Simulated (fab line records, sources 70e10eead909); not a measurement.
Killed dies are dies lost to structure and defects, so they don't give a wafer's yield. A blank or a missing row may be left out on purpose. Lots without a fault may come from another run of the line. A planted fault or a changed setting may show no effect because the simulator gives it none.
Which tool did it? | flow nand_harc | 15 lots, 45 wafers sampled, at 5 steps of a route of 1302

WHAT THE GAUGES READ, wafer by wafer
NHARC_A_SIN_REMOVE_INSPECT_04. Usual: raw_defect_count 383, standard deviation 78.
lot  | measured     | on                | raw_defect_count | flag
L304 | day 20 13:19 | defect_inspect-02 | 485 601 395      |
L306 | day 21 02:47 | defect_inspect-01 | 313 300 318      |
L312 | day 23 15:43 | defect_inspect-01 | 282 287 370      |
L311 | day 23 15:44 | defect_inspect-02 | 360 394 404      |
L315 | day 24 20:12 | defect_inspect-02 | 326 328 283      |
L313 | day 25 00:00 | defect_inspect-02 | 345 376 464      |
L317 | day 25 12:16 | defect_inspect-01 | 277 266 330      |
L318 | day 25 16:11 | defect_inspect-02 | 324 319 328      |
L319 | day 25 20:27 | defect_inspect-02 | 355 394 435      |
L322 | day 27 10:25 | defect_inspect-01 | 331 298 368      |
L324 | day 28 11:23 | defect_inspect-02 | 423 415 352      |
L323 | day 28 11:25 | defect_inspect-01 | 414 603 370      |
L326 | day 28 15:14 | defect_inspect-01 | 439 441 476      |
L325 | day 28 15:14 | defect_inspect-02 | 387 467 368      |
L327 | day 29 22:59 | defect_inspect-02 | 506 410 407      |

NHARC_A_WL_FILL_INSPECT_15. Usual: raw_defect_count 474, standard deviation 100.
lot  | measured     | on                | raw_defect_count | flag
L304 | day 21 11:05 | defect_inspect-01 | 456 412 372      |
L306 | day 21 21:16 | defect_inspect-01 | 359 437 302      |
L312 | day 24 10:59 | defect_inspect-01 | 2352 2386 2411   | OFF
L311 | day 24 11:04 | defect_inspect-02 | 2467 2485 2447   | OFF
L315 | day 25 15:34 | defect_inspect-02 | 2461 2375 2372   | OFF
L313 | day 25 15:35 | defect_inspect-01 | 608 475 364      |
L317 | day 26 04:28 | defect_inspect-02 | 276 389 495      |
L318 | day 26 10:27 | defect_inspect-02 | 386 545 456      |
L319 | day 26 15:11 | defect_inspect-02 | 329 597 646      |
L322 | day 28 04:36 | defect_inspect-02 | 506 493 485      |
L324 | day 29 05:19 | defect_inspect-01 | 376 618 331      |
L323 | day 29 05:14 | defect_inspect-02 | 356 490 511      |
L326 | day 29 12:28 | defect_inspect-02 | 452 462 444      |
L325 | day 29 09:51 | defect_inspect-01 | 437 335 611      |
L327 | day 30 17:01 | defect_inspect-01 | 591 524 557      |

WHICH TOOL RAN EACH LOT (tool, then ch and the chambers of the sampled wafers, then the start)
lot  | NHARC_A_WL_FILL_ALD_10           | NHARC_A_WL_FILL_ALD_19              | NHARC_A_WL_FILL_CMP_12
L304 | ald_hk-02 ch 0,2, day 21 00:20   | ald_metal-02 ch 0,1, day 21 10:11   | cmp-04 ch 0,3, day 21 10:38
L306 | ald_hk-03 ch 0,1,3, day 21 10:06 | ald_metal-01 ch 1,2,3, day 21 20:26 | cmp-02 ch 0,2,3, day 21 20:50
L312 | ald_hk-02 ch 1,2,3, day 23 23:50 | ald_metal-01 ch 0,1,3, day 24 10:08 | cmp-04 ch 0,1,3, day 24 10:32
L311 | ald_hk-03 ch 1,2,3, day 23 23:50 | ald_metal-02 ch 1,2,3, day 24 10:16 | cmp-01 ch 2,3, day 24 10:36
L315 | ald_hk-02 ch 0,3, day 25 04:23   | ald_metal-03 ch 0,1,2, day 25 14:47 | cmp-01 ch 0,1, day 25 15:06
L313 | ald_hk-03 ch 1,2,3, day 25 05:45 | ald_metal-01 ch 0,1,3, day 25 14:44 | cmp-04 ch 0,1,2, day 25 15:07
L317 | ald_hk-04 ch 0,1,3, day 25 17:56 | ald_metal-02 ch 0,2,3, day 26 03:38 | cmp-01 ch 1,3, day 26 03:59
L318 | ald_hk-03 ch 0,2,3, day 26 00:20 | ald_metal-03 ch 0,1, day 26 09:33   | cmp-01 ch 0,1,2, day 26 10:00
L319 | ald_hk-04 ch 2,3, day 26 04:28   | ald_metal-01 ch 0,1,3, day 26 14:23 | cmp-02 ch 0,2,3, day 26 14:47
L322 | ald_hk-03 ch 1,3, day 27 18:24   | ald_metal-02 ch 0,1, day 28 03:46   | cmp-04 ch 1,2,3, day 28 04:11
L324 | ald_hk-04 ch 0,2, day 28 18:19   | ald_metal-02 ch 0,1, day 29 04:24   | cmp-02 ch 0,2,3, day 29 04:49
L323 | ald_hk-03 ch 0,2,3, day 28 18:09 | ald_metal-01 ch 0,2,3, day 29 04:26 | cmp-04 ch 0,2, day 29 04:49
L326 | ald_hk-02 ch 0,1, day 28 23:09   | ald_metal-01 ch 0,1,3, day 29 11:38 | cmp-01 ch 1,2,3, day 29 12:01
L325 | ald_hk-03 ch 0,2,3, day 29 00:16 | ald_metal-03 ch 1,3, day 29 08:59   | cmp-01 ch 1,2,3, day 29 09:26
L327 | ald_hk-03 ch 1,2,3, day 30 05:45 | ald_metal-03 ch 0,2,3, day 30 16:00 | cmp-01 ch 0,2,3, day 30 16:32
- NHARC_A_WL_FILL_ALD_10: deposits SiO2, target thk 50 nm, pulse time 10 s, ald cycles 500.
- NHARC_A_WL_FILL_ALD_19: deposits TiN, target thk 2 nm, pulse time 3 s, ald cycles 100.
- NHARC_A_WL_FILL_CMP_12: polishes, t overpolish 30 s, target thk 100 nm.

WHAT THE TOOLS THEMSELVES READ (means of the sampled wafers that have a number; where no wafer has one, the mark that the record gives instead)
NHARC_A_WL_FILL_ALD_10. Usual: heater_power_outer_w 266 W, standard deviation 23; heater_power_w 470 W, standard deviation 36; precursor_pulse_height_rel 1.000, standard deviation 0.021.
lot  | tool      | heater_power_outer_w (W) | heater_power_w (W) | precursor_pulse_height_rel | flag
L304 | ald_hk-02 | 275                      | 482                | 1.009                      |
L306 | ald_hk-03 | 258                      | 464                | 0.991                      |
L312 | ald_hk-02 | 262                      | 480                | 0.968                      |
L311 | ald_hk-03 | 245                      | 435                | 1.016                      |
L315 | ald_hk-02 | 261                      | 465                | 0.988                      |
L313 | ald_hk-03 | 248                      | 455                | 0.982                      |
L317 | ald_hk-04 | 264                      | 466                | 1.008                      |
L318 | ald_hk-03 | 263                      | 475                | 1.023                      |
L319 | ald_hk-04 | 286                      | 479                | 1.002                      |
L322 | ald_hk-03 | 272                      | 490                | 1.017                      |
L324 | ald_hk-04 | 297                      | 524                | 1.014                      |
L323 | ald_hk-03 | 268                      | 473                | 0.989                      |
L326 | ald_hk-02 | 282                      | 475                | 0.981                      |
L325 | ald_hk-03 | 272                      | 473                | 1.000                      |
L327 | ald_hk-03 | 249                      | 453                | 1.022                      |

NHARC_A_WL_FILL_ALD_19. Usual: heater_power_outer_w 713 W, standard deviation 60; heater_power_w 1083 W, standard deviation 52; precursor_pulse_height_rel 1.003, standard deviation 0.021.
lot  | tool         | heater_power_outer_w (W) | heater_power_w (W) | precursor_pulse_height_rel | flag
L304 | ald_metal-02 | 643                      | 1055               | 1.013                      |
L306 | ald_metal-01 | 704                      | 1065               | 0.992                      |
L312 | ald_metal-01 | 733                      | 1099               | 1.025                      |
L311 | ald_metal-02 | 663                      | 1047               | 1.004                      |
L315 | ald_metal-03 | 716                      | 1110               | 0.998                      |
L313 | ald_metal-01 | 736                      | 1100               | 0.993                      |
L317 | ald_metal-02 | 695                      | 1067               | 1.005                      |
L318 | ald_metal-03 | 725                      | 1146               | 0.998                      |
L319 | ald_metal-01 | 747                      | 1101               | 1.011                      |
L322 | ald_metal-02 | 603                      | 1015               | 1.005                      |
L324 | ald_metal-02 | 630                      | 1062               | 1.022                      |
L323 | ald_metal-01 | 754                      | 1087               | 0.999                      |
L326 | ald_metal-01 | 750                      | 1118               | 1.002                      |
L325 | ald_metal-03 | 709                      | 1117               | 1.013                      |
L327 | ald_metal-03 | 724                      | 1129               | 0.973                      |

NHARC_A_WL_FILL_CMP_12. Usual: edge_zone_pressure_frac 1.000, standard deviation 0.0053; motor_current_A 12.5 A, standard deviation 1.2; overpolish_run_s 30.000 s, standard deviation 0.0091; time_to_endpoint_s 21 s, standard deviation 3.2.
lot  | tool   | edge_zone_pressure_frac | motor_current_A (A) | overpolish_run_s (s) | time_to_endpoint_s (s) | flag
L304 | cmp-04 | 0.997                   | 14.3                | 30.000               | 23                     |
L306 | cmp-02 | 1.002                   | 12.1                | 29.999               | 19                     |
L312 | cmp-04 | -                       | -                   | -                    | -                      | OFF
L311 | cmp-01 | -                       | -                   | -                    | -                      | OFF
L315 | cmp-01 | -                       | -                   | -                    | -                      | OFF
L313 | cmp-04 | 0.999                   | 13.9                | 30.001               | 22                     |
L317 | cmp-01 | 1.000                   | 12.2                | 30.005               | 27                     |
L318 | cmp-01 | 1.000                   | 12.0                | 30.000               | 22                     |
L319 | cmp-02 | 1.004                   | 12.3                | 30.010               | 21                     |
L322 | cmp-04 | 0.993                   | 13.6                | 30.003               | 19                     |
L324 | cmp-02 | 1.000                   | 11.9                | 30.004               | 19                     |
L323 | cmp-04 | 0.998                   | 13.7                | 30.004               | 21                     |
L326 | cmp-01 | 1.003                   | 11.9                | 29.998               | 21                     |
L325 | cmp-01 | 0.998                   | 11.8                | 30.005               | 23                     |
L327 | cmp-01 | 0.999                   | 12.0                | 29.997               | 17                     |

THE ANSWER, worked out from the rows above alone
Rule: a lot is off if the mean of its wafers that have a number lies more than 3 standard deviations from the usual mean. A lot without any number at a reading at which 4 lots or more have one is off too. The other lots that the step has rows for count as sound. The gauges are gone through in route order, then the tools' own readings, and for those a lot's mean is taken as printed above. The first step at which some lot is off is used, and at that step the reading that is off furthest; a lot without a number counts as furthest.
Off: L312, L311, L315, at NHARC_A_WL_FILL_INSPECT_15 (raw_defect_count).
A tool fits if, at a process step before that reading, it ran every lot that is off, and no sound lot after the first of them. The gauges at NHARC_A_WL_FILL_INSPECT_15 aren't tried: what is off there is off at NHARC_A_WL_FILL_CMP_12 too, on other tools, and a gauge's error can't cause that. None of those tried fits.

WHAT THE SIMULATOR HAD PUT IN
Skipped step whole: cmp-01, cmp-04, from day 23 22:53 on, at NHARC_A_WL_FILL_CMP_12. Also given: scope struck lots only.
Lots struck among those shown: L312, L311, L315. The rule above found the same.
